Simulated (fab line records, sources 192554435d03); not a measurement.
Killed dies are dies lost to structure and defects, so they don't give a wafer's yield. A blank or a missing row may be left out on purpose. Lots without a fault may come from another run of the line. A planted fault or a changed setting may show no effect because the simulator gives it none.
fab line records | flow n5_finfet
record lots=4 wafers=12 last_day=17
route steps=1938 shown SD_EPI_P@309 SD_ACTIVATION@330 ILD0@335 SDB@347 BEOL_M4@1111 PASSIVATION@1936
lots that met no fault: from a run of the same line without faults
start_h: hours from the record's first day to the start of the lot's first wafer shown | wait_h: hours since the lot's step before | " the same as in the row above | L1.1+2: a row that stands for several wafers | - no value, or no start given | * or withheld: withheld | < > ~ a bound
route shown NAME@n: a module of which the file shows steps, and the number in the route of the first | usual: mean/standard deviation of fault-free wafers | same: alike in all rows | chamber/n: place in a boat | sites: the reading at each site | _std_site: their standard deviation | _edge_site: outer sites' mean less inner sites' | radius_mm: how far each site lies from the wafer's centre | mask NAME#n: copy n | behind: the tool/chamber that last shaped the wafer | hold: why the lot was held/for how many hours/how that ended | device: the transistor (n, p or np) that didn't switch | end of line: the same wafers' tests at the end of the route | a step without rows: its recipe alone | killed: dies lost to structure and defects at the first sort, not the wafer's yield | map: a wafer's dies, x killed, . not, _ none there
set.NAME: the setting as run; set.NAME@STEP: as run at that earlier step | model.NAME: the simulator's own value behind a step, which no gauge read
lots at some steps of the route; a table a step, a row a wafer
services: from which hour (start_h, from the record's first day; less than 0 if before it) a tool's chamber was out of use, for how many hours, and why
## steps
# step N5_SD_EPI_P_STRIP_38
# recipe chemistry=N2/H2 temp_c=40 n2_flow_sccm=200 h2_flow_sccm=200 rf_frequency_hz=6e+07
# step N5_SD_EPI_P_ETCHBACK_46
# recipe chemistry=CH3F/O2 mode=anisotropic_etchback target=SiNx target_depth_a=175 stop_on=SiO2 over_etch_frac=0.3 ion_energy_ev=120 pressure_mtorr=30 source_w=395 bias_w=73 Ar_flow_sccm=150 CH3F_flow_sccm=30 O2_flow_sccm=20
# step N5_SD_EPI_P_ETCH_47
# recipe chemistry=CH3F/O2 target=SiOCN target_depth_a=250 mask_material=SOC ion_energy_ev=60 bias_w=29 pressure_mtorr=30 source_w=410 Ar_flow_sccm=150 CH3F_flow_sccm=30 O2_flow_sccm=20
# step N5_SD_EPI_P_ETCH_16
# recipe chemistry=CHF3/O2 target=SiO2 target_depth_a=50 mask_material=SOC pressure_mtorr=30 source_w=650 bias_w=170 Ar_flow_sccm=200 CHF3_flow_sccm=50 O2_flow_sccm=5 ion_energy_ev=200
# step N5_SD_EPI_P_STRIP_50
# recipe chemistry=CHF3/O2 resist=SiARC rf_frequency_hz=6e+07
# step N5_SD_EPI_P_SD_RECESS_17
# recipe chemistry=HBr/Cl2/O2 target_depth_a=391 bt_time_s=3 pressure_mtorr=10 icp_w=800 bias_w=112 HBr_flow_sccm=150 Cl2_flow_sccm=80 O2_flow_sccm=12
# step N5_SD_EPI_P_WET_ETCH_45
# recipe chemistry=dHF dilution=withheld time_s=10.7 target=SiO2 target_depth_a=20 temp_c=25 dry=ipa_marangoni rinse_time_s=30 rinse_temp_c=23
# step N5_SD_EPI_P_STRIP_40
# recipe chemistry=N2/H2 power_w=1000 temp_c=250 h2_frac=0.65 overash_fraction=0.3 pressure_mtorr=withheld n2_flow_sccm=1750 h2_flow_sccm=3250
# step N5_SD_EPI_P_PRECLEAN_52
# recipe chemistry=O3/DIW time_s=60 temp_c=22 o3_ppm=10
# step N5_SD_EPI_P_SRD_20
# recipe dry=ipa_marangoni do_ppb=5 time_s=30 temp_c=23 rinse_liquid=diw
# step N5_SD_EPI_P_PRECLEAN_51
# recipe chemistry=NF3:NH3 afs_cycles=1 temp_c=30 time_s=20 sublimation_temp_c=180 sublimation_time_s=60 pressure_torr=3 rf_power_w=30
# step N5_SD_EPI_P_VAPOR_ETCH_44
# recipe chemistry=NF3/Ar target=SiGe30 temp_c=25 time_s=3.3 mode=isotropic
# step N5_SD_EPI_P_EPI_21
# recipe material=SiGe:B dopant=B temp_c=550 pressure_torr=20 ambient=H2 time_s=355
# columns lot.wafer tool chamber start_h wait_h
L157.1+4+6 epi_rpcvd-01 0 55.64 0.1
L164.1+5+6 epi_rpcvd-01 0 99.35 0.1
L166.2+3+6 epi_rpcvd-01 0 109.29 0.5
L177.1+5+6 epi_rpcvd-02 0 174.04 0.1
# step N5_SD_EPI_P_HM_STRIP_48
# recipe chemistry=H3PO4 temp_c=160 material=SiNx target=SiNx target_depth_a=30 overetch_fraction=0.3
# step N5_SD_EPI_P_SRD_49
# recipe dry=ipa_marangoni time_s=30 temp_c=23 rinse_liquid=diw
# step N5_SD_EPI_P_PRECLEAN_24
# recipe chemistry=O3/DIW time_s=45 temp_c=22 o3_ppm=10
# step N5_SD_EPI_P_PRECLEAN_32
# recipe chemistry=dHF time_s=10 dilution=500:1 temp_c=25
# step N5_SD_EPI_P_PRECLEAN_33
# recipe chemistry=SC2 time_s=45 temp_c=35 mix=1:1:50
# step N5_SD_EPI_P_SRD_25
# recipe time_s=30 temp_c=23 rinse_liquid=diw dry=ipa_marangoni
# step N5_SD_ACTIVATION_RTA_00
# recipe temp_c=975 time_s=0 ambient=N2 idle_temp_c=600 ramp_up_c_per_s=150 ramp_down_c_per_s=60 cool_to_c=600
# step N5_SD_ACTIVATION_LSA_01
# recipe temp_c=1080 time_s=0.0008 ambient=N2
# step N5_SD_ACTIVATION_RS_MEAS_03
# recipe thk_meas_gauge=four-point-probe
# usual RS_SD_N=21.95/0.28 RS_SD_P=56.1/0.84
# columns lot.wafer tool chamber start_h wait_h RS_SD_N[ohm/sq] RS_SD_P[ohm/sq]
L157.1 film_metro-01 - 58.50 0.2 22.41 55.8
L157.4 " - " " 21.88 56.3
L157.6 " - " " 22.00 56.0
L164.1 film_metro-02 - 102.17 0.2 22.34 158.1
L164.5 " - " " 22.01 156.4
L164.6 " - " " 22.08 155.4
L166.2 film_metro-01 - 111.75 0.2 22.32 155.0
L166.3 " - " " 22.09 152.8
L166.6 " - " " 22.00 154.6
L177.1 film_metro-01 - 176.99 0.2 22.25 57.4
L177.5 " - " " 22.16 56.8
L177.6 " - " " 22.01 57.8
# step N5_ILD0_LINER_00
# recipe material=SiNx target_thk_a=40 temp_c=400 ald_precursor_family=SiH2I2 ald_co_reactant=N2/H2-plasma pulse_time_s=1 purge_time_s=2 co_reactant_purge_time_s=2 ald_cycles=80 pressure_torr=2
# step N5_ILD0_FCVD_FILL_01
# recipe material=SiO2_flowable target_thk_a=2000 temp_c=100 pressure_torr=0.8 rf_w=2000 time_s=328.3
# step N5_ILD0_CURE_02
# recipe temp_c=450 time_s=1800 ambient=steam idle_temp_c=400 ramp_up_c_per_min=5 ramp_down_c_per_min=3 densification_p_h2o_torr=640
# step N5_ILD0_CMP_03
# recipe stop_on=SiNx t_overpolish_s=1.9 post_cmp_clean=alkaline_brush down_force_psi=4.1491 platen_rpm=51.796 pad_velocity_m_s=1.0306 target_thk_nm=197.38
# step N5_ILD0_CMP_07
# recipe stop_on=poly-Si material=SiO2_flowable t_overpolish_s=1.18 post_cmp_clean=alkaline_brush down_force_psi=4.1491 platen_rpm=51.796 pad_velocity_m_s=1.0306 target_thk_nm=138.88
# step N5_ILD0_PRECLEAN_10
# recipe chemistry=NF3:NH3 afs_cycles=5 time_s=20 temp_c=30 sublimation_temp_c=180 sublimation_time_s=60 pressure_torr=3 rf_power_w=30
# step N5_ILD0_ALD_15
# recipe material=SiNx target_thk_a=240 temp_c=400 ald_precursor_family=SiH2I2 ald_co_reactant=N2/H2-plasma pulse_time_s=1 ald_cycles=480 purge_time_s=2 co_reactant_purge_time_s=2 pressure_torr=2
# step N5_ILD0_CMP_12
# recipe stop_on=poly-Si material=SiNx t_overpolish_s=6 post_cmp_clean=alkaline_brush down_force_psi=2.5 platen_rpm=51.8 pad_velocity_m_s=1.0307 target_thk_nm=17.67
# step N5_SDB_HM_DEP_00
# recipe material=SiNx target_thk_a=400 temp_c=400 precursor=SiH4/NH3/N2 pressure_torr=1.5 rf_w=300 time_s=35.3
# step N5_SDB_COAT_03
# recipe resist=SOC temp_c=250 time_s=60 spin_rpm=1500 resist_thk_nm=100
# step N5_SDB_COAT_04
# recipe resist=SiARC temp_c=220 time_s=60 spin_rpm=1500 resist_thk_nm=18
# step N5_SDB_COAT_05
# recipe resist=CAR-ArF spin_rpm=1500 resist_thk_nm=90
# step N5_BEOL_M4_RC_MEAS_101
# usual DIBL_N=36.9/1.7 DIBL_P=37.3/2.3 IOFF_N=0.16/0.033 IOFF_P=0.22/0.04 IOFF_P_85C=3.8/0.58 IOFF_P_LIN=0.103/0.015 ION_N=673/12 ION_P=463/8 RC_DENSE_P=23.9/0.51 RC_P=19.5/0.4 REXT_P=100.2/2.7 RS_SD_P=66.0/1.1 SS_N=71.6/0.58 SS_P=73.4/0.74 VT_N=250/3.2 VT_P=-250/3.4 VT_P_LVT=-98.2/2.7
# columns lot.wafer tool chamber start_h wait_h DIBL_N[mV/V] DIBL_P[mV/V] IOFF_N[nA/um] IOFF_P[nA/um] IOFF_P_85C[nA/um] IOFF_P_LIN[nA/um] ION_N[uA/um] ION_P[uA/um] RC_DENSE_P[ohm.um] RC_P[ohm.um] REXT_P[ohm.um] RS_SD_P[ohm/sq] SS_N[mV/dec] SS_P[mV/dec] VT_N[mV] VT_P[mV] VT_P_LVT[mV]
L157.1 prober-01 0 165.63 0.0 35.3 35.2 0.14 0.19 3.3 0.093 664 458 23.5 19.3 100.8 65.2 71.4 72.5 251 -252 -100.1
L157.4 " 0 " " 39.5 41.3 0.25 0.30 4.8 0.128 687 469 24.1 19.7 102.1 65.3 72.6 74.3 247 -247 -94.1
L157.6 " 0 " " 38.5 39.8 0.22 0.28 4.6 0.121 680 467 24.4 19.6 101.7 65.3 71.9 73.9 244 -248 -94.3
L164.1 prober-01 0 218.19 0.0 37.3 30.3 0.16 0.11 2.1 0.061 674 395 51.3 41.7 207.1 170.4 71.6 72.3 250 -260 -107.1
L164.5 " 0 " " 38.1 30.7 0.16 0.11 2.1 0.060 680 395 51.2 42.1 207.7 169.2 71.7 72.8 250 -259 -109.2
L164.6 " 0 " " 36.9 29.0 0.15 0.10 2.0 0.058 655 388 51.6 42.2 206.4 167.8 71.4 71.5 251 -260 -108.4
L166.2 prober-01 0 222.26 0.2 36.0 31.5 0.16 0.10 1.9 0.058 670 389 50.9 41.7 197.2 166.8 71.1 72.0 248 -260 -107.8
L166.3 " 0 " " 36.9 32.8 0.18 0.11 2.0 0.058 688 391 49.4 39.8 196.8 166.4 71.6 73.1 247 -261 -108.3
L166.6 " 0 " " 35.4 30.4 0.14 0.09 1.8 0.053 663 386 51.8 41.9 199.4 168.1 72.1 72.3 252 -264 -109.2
L177.1 prober-02 0 304.51 0.0 34.9 34.4 0.13 0.18 3.2 0.089 676 463 24.1 19.7 103.2 67.0 70.8 73.1 253 -254 -100.2
L177.5 " 0 " " 33.5 33.3 0.11 0.17 3.0 0.084 658 448 23.9 19.6 103.4 67.4 70.9 72.9 257 -256 -101.7
L177.6 " 0 " " 35.0 35.6 0.16 0.20 3.5 0.096 693 471 24.5 19.9 104.6 67.6 70.9 73.1 248 -255 -100.2
# step N5_PASSIVATION_PROBE_49
# usual defect_limited_yield=91.2/1.3 killed_at_M0_to_M3=34/10 killed_at_M4_up=13/4.6 killed_at_contacts=13/5.5 killed_at_front_end=41/12 killed_at_other=2.8/2.4 killed_dies=104/16 killed_open=67/12 killed_short=33/7.2 sort_bin_5_function=5.1/0.86 sort_bin_6_memory=3.3/0.62 sort_bin_8_speed=0.00/0.014 sort_n_pass=1076/16 sort_yield_pct=91.2/1.3
# same gross_dies=1180 killed_at_back_side=0 sort_bin_4_leakage[%]=0
# columns lot.wafer tool chamber start_h wait_h defect_limited_yield[%] killed_at_M0_to_M3 killed_at_M4_up killed_at_contacts killed_at_front_end killed_at_other killed_dies killed_open killed_short sort_bin_5_function[%] sort_bin_6_memory[%] sort_bin_8_speed[%] sort_n_pass sort_yield_pct[%]
L157.1 prober-01 - 273.48 0.0 91.9 31 12 12 39 1 95 67 21 4.3 3.1 0 1085 91.9
L157.4 prober-01 - 273.63 0.2 91.5 29 11 12 48 0 100 70 26 5.3 3.1 0 1080 91.5
L157.6 prober-01 - 273.73 0.3 90.0 33 23 27 30 5 118 71 42 6.2 3.4 0 1062 90.0
L164.1 prober-01 - 322.48 0.0 91.4 44 9 8 39 2 102 60 39 5.0 3.3 91.36 0 0
L164.5 prober-01 - 322.68 0.2 90.9 33 9 18 42 5 107 77 26 4.5 3.9 90.93 0 0
L164.6 prober-01 - 322.73 0.3 91.4 37 15 8 36 5 101 63 33 5.3 2.8 91.44 0 0
L166.2 prober-02 - 338.66 0.1 91.1 29 17 4 52 3 105 67 31 4.7 3.3 91.10 0 0
L166.3 prober-02 - 338.71 0.1 90.5 42 11 19 38 2 112 76 29 5.3 3.7 90.51 0 0
L166.6 prober-02 - 338.86 0.3 90.0 46 14 14 42 2 118 75 43 5.1 4.7 90.00 0 0
L177.1 prober-01 - 407.30 0.0 93.1 23 14 7 33 5 82 51 24 4.3 2.5 0 1098 93.1
L177.5 prober-01 - 407.50 0.2 92.1 20 12 18 42 1 93 65 24 4.9 2.6 0 1087 92.1
L177.6 prober-01 - 407.55 0.3 91.9 21 9 18 47 1 96 65 29 4.7 3.3 0 1084 91.9
# killed by level:class
L157.1 STI_FIN_REVEAL:geometric_particle:open=13 FIN_SAQP:geometric_particle:open=8 MOL_CONTACT_COAG:geometric_particle:open=7 BEOL_M2:geometric_particle:open=7 BEOL_M1:geometric_particle:open=6 BEOL_M0:geometric_particle:open=5 BEOL_M0_SAQP:geometric_particle:open=5 MOL_CONTACT_COAG:geometric_particle:short=5
L157.4 STI_FIN_REVEAL:geometric_particle:open=23 BEOL_M2:geometric_particle:open=7 FIN_SAQP:geometric_particle:open=6 BEOL_M0_SAQP:geometric_particle:short=6 MOL_CONTACT_COAG:geometric_particle:open=6 MOL_CONTACT_COAG:geometric_particle:short=6 BEOL_M0:geometric_particle:open=5 BEOL_M5:geometric_particle:open=5
L157.6 MOL_CONTACT_COAG:geometric_particle:open=19 BEOL_M0_SAQP:geometric_particle:short=11 FIN_SAQP:geometric_particle:open=8 BEOL_M4:geometric_particle:open=7 MOL_CONTACT_COAG:geometric_particle:short=6 BEOL_M0_SAQP:geometric_particle:open=5 STARTING-WAFER:geometric_particle:open=5 BEOL_M4:geometric_particle:short=5
L164.1 FIN_SAQP:geometric_particle:open=13 FIN_SAQP:geometric_particle:short=12 BEOL_M0_SAQP:geometric_particle:open=10 BEOL_M0_SAQP:geometric_particle:short=9 BEOL_M1:geometric_particle:open=8 BEOL_M3:geometric_particle:open=8 MOL_CONTACT_COAG:geometric_particle:open=6 BEOL_M8:geometric_particle:open=4
L164.5 BEOL_M3:geometric_particle:open=15 FIN_SAQP:geometric_particle:open=12 MOL_CONTACT_COAG:geometric_particle:open=12 FIN_SAQP:geometric_particle:short=8 DUMMY_GATE:geometric_particle:open=8 BEOL_M2:geometric_particle:open=6 MOL_CONTACT_COAG:geometric_particle:short=5 BEOL_M1:geometric_particle:open=5
L164.6 BEOL_M0_SAQP:geometric_particle:open=8 BEOL_M0_SAQP:geometric_particle:short=8 FIN_SAQP:geometric_particle:open=7 DUMMY_GATE:geometric_particle:open=6 BEOL_M3:geometric_particle:open=6 BEOL_M5:geometric_particle:open=6 MOL_CONTACT_COAG:geometric_particle:open=5 BEOL_M1:geometric_particle:open=5
L166.2 FIN_SAQP:geometric_particle:open=8 FIN_SAQP:geometric_particle:short=8 BEOL_M0_SAQP:geometric_particle:open=8 BEOL_M1:geometric_particle:open=8 STI_FIN_REVEAL:geometric_particle:open=6 BEOL_M0_SAQP:geometric_particle:short=6 HKMG_FIN:area_etch=5 BEOL_M5:geometric_particle:open=4
L166.3 MOL_CONTACT_COAG:geometric_particle:open=12 BEOL_M0_SAQP:geometric_particle:short=9 BEOL_M3:geometric_particle:open=8 BEOL_M0_SAQP:geometric_particle:open=8 DUMMY_GATE:geometric_particle:open=7 BEOL_M1:geometric_particle:open=6 BEOL_M2:geometric_particle:open=6 FIN_SAQP:geometric_particle:short=5
L166.6 BEOL_M0_SAQP:geometric_particle:open=15 BEOL_M0_SAQP:geometric_particle:short=13 FIN_SAQP:geometric_particle:open=10 MOL_CONTACT_COAG:geometric_particle:open=9 DUMMY_GATE:geometric_particle:open=7 BEOL_M1:geometric_particle:open=7 FIN_SAQP:geometric_particle:short=5 MOL_CONTACT_COAG:geometric_particle:short=5
L177.1 FIN_SAQP:geometric_particle:open=7 STI_FIN_REVEAL:geometric_particle:open=7 BEOL_M0_SAQP:geometric_particle:open=6 FIN_SAQP:geometric_particle:short=5 MOL_CONTACT_COAG:geometric_particle:open=5 BEOL_M1:geometric_particle:open=5 BEOL_M4:geometric_particle:open=3 STARTING-WAFER:geometric_particle:open=3
L177.5 STI_FIN_REVEAL:geometric_particle:open=18 MOL_CONTACT_COAG:geometric_particle:open=16 FIN_SAQP:geometric_particle:short=8 BEOL_M4:geometric_particle:open=6 BEOL_M1:geometric_particle:open=5 DUMMY_GATE:geometric_particle:open=4 BEOL_M0:geometric_particle:open=4 DUMMY_GATE:geometric_particle:short=2
L177.6 STI_FIN_REVEAL:geometric_particle:open=19 MOL_CONTACT_COAG:geometric_particle:open=13 STI_FIN_REVEAL:geometric_particle:short=7 DUMMY_GATE:geometric_particle:open=7 MOL_CONTACT_COAG:geometric_particle:short=5 FIN_SAQP:geometric_particle:short=4 BEOL_M1:geometric_particle:open=4 BEOL_M2:geometric_particle:open=4
# map L164.5 (x killed, . not)
_________________......x.....________________
______________.................x_____________
___________..........x....x.......x__________
__________...x.........x..x........._________
________..x.........................xx_______
_______.....x...x.xx................x..______
______......x......x...................._____
_____x........x..x...x...........xx.....x____
____....x........x........................___
___..............x..........x..............__
___....................x.x..............x..__
__..........x...xx...x.........x....x.xx...._
__.................xx......................._
_............x.............................x.
_xx..............x...........................
_..............x....x.x...........x.x........
_...x.....................x.........xx..x....
_...............x...........x.............x..
_..................................x.........
_....................xx.............xx.x.....
_..............x.......x................xx.xx
__x...............x........................._
__..............................x.......x..._
___.............x..............x.......x...__
___.x..........x........x..x..x.........x..__
____x.....................................___
_____....................x...............____
______x...x............................._____
_______.x.......x.......xx.............______
________x.x..x........................_______
__________x..x....x................x_________
___________..x....x..............x.__________
______________....x.....xx......_____________
_________________...x........________________
# map L166.6 (x killed, . not)
_________________............________________
______________................x._____________
___________..................x.....__________
__________...x.....x................_________
________.....x......xx..x.........x..._______
_______......................x.........______
______x..............x...........x....xx_____
_____.......x..xx.x.x......x..x.......x..____
____..........x..x.....x.x.x............x.___
___........x........................x......__
___......x..........x...............x.xx...__
__............x.............x..............._
__x....x...x...........................x...._
_...................x.x......................
_.......x......x.......x...x.................
_.......xxx................x...............x.
_...........xx..x.....x..............x.......
_...x.....x..x...............................
_.x..x.............x..x.........x............
_x...........x...........................x.x.
_..x.........................................
__...........x..........xx.......xx........._
__.......x.......xxx....x..........x......x._
___......x...x.xx..x.....x..xxx..x..x......__
___.......x................................__
____......................................___
_____...x.............................x..____
______.............xx............x.x.x.._____
_______.x..........x.........x.........______
________....................xx.....x.._______
__________....x.....xx.x............_________
___________..................x...x.__________
______________....x...x...x..x.._____________
_________________............________________
## services
# columns tool chamber start_h hours kind
epi_rpcvd-02 - 48.07 0.6 repair
epi_rpcvd-01 - 126.69 8.1 pm
## key
first_sign step=N5_SD_ACTIVATION_RS_MEAS_03 reading=RS_SD_P direction=up sigmas=99+ usual=56.1 struck=155.4
effect step=N5_BEOL_M4_RC_MEAS_101 reading=RS_SD_P direction=up sigmas=91 usual=66.0 struck=168.1
effect step=N5_BEOL_M4_RC_MEAS_101 reading=RC_P direction=up sigmas=55 usual=19.5 struck=41.6
effect step=N5_BEOL_M4_RC_MEAS_101 reading=RC_DENSE_P direction=up sigmas=54 usual=23.9 struck=51.0
effect step=N5_BEOL_M4_RC_MEAS_101 reading=REXT_P direction=up sigmas=37 usual=100.2 struck=202.4
effect step=N5_BEOL_M4_RC_MEAS_101 reading=ION_P direction=down sigmas=9.1 usual=463 struck=391
effect step=N5_BEOL_M4_RC_MEAS_101 reading=VT_P_LVT direction=down sigmas=3.8 usual=-98.2 struck=-108.3
effect step=N5_BEOL_M4_RC_MEAS_101 reading=IOFF_P_85C direction=down sigmas=3.2 usual=3.8 struck=2.0
effect step=N5_BEOL_M4_RC_MEAS_101 reading=VT_P direction=down sigmas=3.2 usual=-250 struck=-261
effect step=N5_BEOL_M4_RC_MEAS_101 reading=IOFF_P_LIN direction=down sigmas=3.1 usual=0.103 struck=0.058
effect step=N5_BEOL_M4_RC_MEAS_101 reading=IOFF_P direction=down sigmas=3 usual=0.22 struck=0.10
effect step=N5_BEOL_M4_RC_MEAS_101 reading=DIBL_P direction=down sigmas=2.8 usual=37.3 struck=30.8
effect step=N5_BEOL_M4_RC_MEAS_101 reading=SS_P direction=down sigmas=1.4 usual=73.4 struck=72.3 wafers_moved=2
effect step=N5_PASSIVATION_PROBE_49 reading=sort_bin_8_speed direction=up sigmas=99+ usual=0.00 struck=90.89
met_at N5_SD_EPI_P_EPI_21
struck_wafers L164.1,L164.5,L164.6,L166.2,L166.3,L166.6
onset_between 55.64 99.35
fault kind=process_parameter_drift tool=epi_rpcvd-01 chamber=- onset_h=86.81 steps=N5_SD_EPI_P_EPI_21 channel=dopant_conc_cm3 offset=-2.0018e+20 shape=step end_h=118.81 acts_in=these_recipes_only stated=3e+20
